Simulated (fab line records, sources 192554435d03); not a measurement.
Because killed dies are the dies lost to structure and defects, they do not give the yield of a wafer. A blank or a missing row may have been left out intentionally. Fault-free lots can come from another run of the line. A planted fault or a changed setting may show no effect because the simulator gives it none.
Lot-split experiment :: flow n5 finfet :: 7 lots, 21 wafers read, on a route of 1938 steps

== ABOUT THE SPLIT ==
At N5_BEOL_M5_COAT_66 (time 60 s, resist thk 12 nm), the setting spin rpm was moved away from the recipe's 1500 rpm on 6 of the 21 wafers read, by -10.8% to +6.9%. This setting was run at the recipe's value on the other wafers.

== FROM THE SPLIT TO THE READING: what the file shows between them, 5 steps ==
- N5_BEOL_M5_COAT_74: time 60 s, resist thk 5 nm (also split here: temp c)
- N5_BEOL_M5_COAT_22: resist thk 30 nm
- N5_BEOL_M5_EBR_24
- N5_BEOL_M5_DESCUM_33: chemistry O2, time 7 s
- N5_BEOL_M5_ETCH_75: etches underlayer in N2/H2, target depth 6.5 nm, time 5.2 s

== THE READING ==
CAR-EUV_of_BEOL_M5_COAT_22.thk nm (the simulator's own value, which no gauge read), in nm, at N5_BEOL_M5_ETCH_67 (etches SiARC in CF4, target depth 15.6 nm, time 26 s). No usual value for it is given in the file. Across the 15 wafers here that went through the recipe, the average is 11.1 nm and the standard deviation 0.094 nm.

wafer: L077.2
tool, chamber at the split: litho track-01, 0
spin rpm as run, rpm: 1500
against the recipe: recipe
CAR-EUV_of_BEOL_M5_COAT_22.thk nm, nm: 11
against lot-mates on the recipe: -

wafer: L077.4
tool, chamber at the split: litho track-01, 0
spin rpm as run, rpm: 1500
against the recipe: recipe
CAR-EUV_of_BEOL_M5_COAT_22.thk nm, nm: 11
against lot-mates on the recipe: -

wafer: L077.5
tool, chamber at the split: litho track-01, 0
spin rpm as run, rpm: 1500
against the recipe: recipe
CAR-EUV_of_BEOL_M5_COAT_22.thk nm, nm: 11
against lot-mates on the recipe: -

wafer: L076.1
tool, chamber at the split: litho track-03, 0
spin rpm as run, rpm: 1603
against the recipe: +6.9%
CAR-EUV_of_BEOL_M5_COAT_22.thk nm, nm: 11.6
against lot-mates on the recipe: +0.4

wafer: L076.2
tool, chamber at the split: litho track-03, 0
spin rpm as run, rpm: 1603
against the recipe: +6.9%
CAR-EUV_of_BEOL_M5_COAT_22.thk nm, nm: 11.4
against lot-mates on the recipe: +0.2

wafer: L076.6
tool, chamber at the split: litho track-03, 0
spin rpm as run, rpm: 1500
against the recipe: recipe
CAR-EUV_of_BEOL_M5_COAT_22.thk nm, nm: 11.2
against lot-mates on the recipe: -

wafer: L081.4
tool, chamber at the split: litho track-01, 0
spin rpm as run, rpm: 1372
against the recipe: -8.5%
CAR-EUV_of_BEOL_M5_COAT_22.thk nm, nm: 10.4
against lot-mates on the recipe: -0.6

wafer: L081.5
tool, chamber at the split: litho track-01, 0
spin rpm as run, rpm: 1500
against the recipe: recipe
CAR-EUV_of_BEOL_M5_COAT_22.thk nm, nm: 11
against lot-mates on the recipe: -

wafer: L081.6
tool, chamber at the split: litho track-01, 0
spin rpm as run, rpm: 1500
against the recipe: recipe
CAR-EUV_of_BEOL_M5_COAT_22.thk nm, nm: 11
against lot-mates on the recipe: -

wafer: L080.2
tool, chamber at the split: litho track-04, 0
spin rpm as run, rpm: 1500
against the recipe: recipe
CAR-EUV_of_BEOL_M5_COAT_22.thk nm, nm: 11
against lot-mates on the recipe: -

wafer: L080.5
tool, chamber at the split: litho track-04, 0
spin rpm as run, rpm: 1500
against the recipe: recipe
CAR-EUV_of_BEOL_M5_COAT_22.thk nm, nm: 11
against lot-mates on the recipe: -

wafer: L080.6
tool, chamber at the split: litho track-04, 0
spin rpm as run, rpm: 1500
against the recipe: recipe
CAR-EUV_of_BEOL_M5_COAT_22.thk nm, nm: 11.2
against lot-mates on the recipe: -

wafer: L085.2
tool, chamber at the split: litho track-01, 0
spin rpm as run, rpm: 1338
against the recipe: -10.8%
CAR-EUV_of_BEOL_M5_COAT_22.thk nm, nm: 10.6
against lot-mates on the recipe: -0.6

wafer: L085.3
tool, chamber at the split: litho track-01, 0
spin rpm as run, rpm: 1500
against the recipe: recipe
CAR-EUV_of_BEOL_M5_COAT_22.thk nm, nm: 11.2
against lot-mates on the recipe: -

wafer: L085.5
tool, chamber at the split: litho track-01, 0
spin rpm as run, rpm: 1338
against the recipe: -10.8%
CAR-EUV_of_BEOL_M5_COAT_22.thk nm, nm: 10.6
against lot-mates on the recipe: -0.6

wafer: L084.1
tool, chamber at the split: litho track-04, 0
spin rpm as run, rpm: 1500
against the recipe: recipe
CAR-EUV_of_BEOL_M5_COAT_22.thk nm, nm: 11
against lot-mates on the recipe: -

wafer: L084.4
tool, chamber at the split: litho track-04, 0
spin rpm as run, rpm: 1500
against the recipe: recipe
CAR-EUV_of_BEOL_M5_COAT_22.thk nm, nm: 11
against lot-mates on the recipe: -

wafer: L084.5
tool, chamber at the split: litho track-04, 0
spin rpm as run, rpm: 1500
against the recipe: recipe
CAR-EUV_of_BEOL_M5_COAT_22.thk nm, nm: 11.2
against lot-mates on the recipe: -

wafer: L095.1
tool, chamber at the split: litho track-03, 0
spin rpm as run, rpm: 1367
against the recipe: -8.9%
CAR-EUV_of_BEOL_M5_COAT_22.thk nm, nm: 10.6
against lot-mates on the recipe: -0.5

wafer: L095.2
tool, chamber at the split: litho track-03, 0
spin rpm as run, rpm: 1500
against the recipe: recipe
CAR-EUV_of_BEOL_M5_COAT_22.thk nm, nm: 11.2
against lot-mates on the recipe: -

wafer: L095.5
tool, chamber at the split: litho track-03, 0
spin rpm as run, rpm: 1500
against the recipe: recipe
CAR-EUV_of_BEOL_M5_COAT_22.thk nm, nm: 11
against lot-mates on the recipe: -

THE FIT
A straight line over all 21 wafers: CAR-EUV_of_BEOL_M5_COAT_22.thk nm changes by +0.0544 nm for each +1% of spin rpm; r = +0.92; the points scatter about the line by 0.11 nm.
The same after taking each lot's own level away (the mean of its wafers on the recipe; 21 wafers): +0.0548 nm for each +1%; r = +0.96; scatter 0.079 nm.
On that fit, the largest move of spin rpm shifts the reading by 0.59 nm.
The span of the lots' own levels, 11.00 to 11.20 nm, comes to 2.1 times the standard deviation stated above.
Hence the lot-to-lot level has little effect on the slope; both slopes agree.
Check: with one of the wafers moved furthest among these (-10.8%) left out of the fit, the line predicts -0.609 nm for it against its lot-mates. Against them it came out at -0.6 nm.

== OTHER SPLITS ON THESE WAFERS ==
Note: prior to the reading, these wafers also went through further splits. Each is held against what the fit with the lots' levels taken away leaves over:
other split on the same wafers: N5_BEOL_M3_COAT_22 spin rpm
wafers away from the commonest value: 3
r with CAR-EUV_of_BEOL_M5_COAT_22.thk nm (lot level and that fit taken away): +0.29

other split on the same wafers: N5_BEOL_M4_ILD_DEP_00 time s
wafers away from the commonest value: 5
r with CAR-EUV_of_BEOL_M5_COAT_22.thk nm (lot level and that fit taken away): -0.01

other split on the same wafers: N5_BEOL_M5_COAT_74 temp c
wafers away from the commonest value: 7
r with CAR-EUV_of_BEOL_M5_COAT_22.thk nm (lot level and that fit taken away): -0.24

== THE WHOLE CHAIN: every reading that the file lists as answering this split, in the file's order ==
step: N5_BEOL_M5_COAT_66
what it does: time 60 s, resist thk 12 nm
reading: SiARC_of_BEOL_M5_COAT_66.thk nm (the simulator's own value, which no gauge read)
change (the file's fit): -0.0631 nm for each +1% of the setting
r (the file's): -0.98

step: N5_BEOL_M5_ETCH_67
what it does: etches SiARC in CF4, target depth 15.6 nm, time 26 s
reading: etch.depth nm (the simulator's own value, which no gauge read)
change (the file's fit): -0.0624 nm for each +1% of the setting
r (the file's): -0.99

step: N5_BEOL_M5_ETCH_67
what it does: etches SiARC in CF4, target depth 15.6 nm, time 26 s
reading: CAR-EUV_of_BEOL_M5_COAT_22.thk nm (the simulator's own value, which no gauge read)
change (the file's fit): +0.0574 nm for each +1% of the setting
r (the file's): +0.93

== FILE'S OWN FIT ==
CAR-EUV_of_BEOL_M5_COAT_22.thk nm changes by +0.0574 nm for each +1% of spin rpm, r = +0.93.
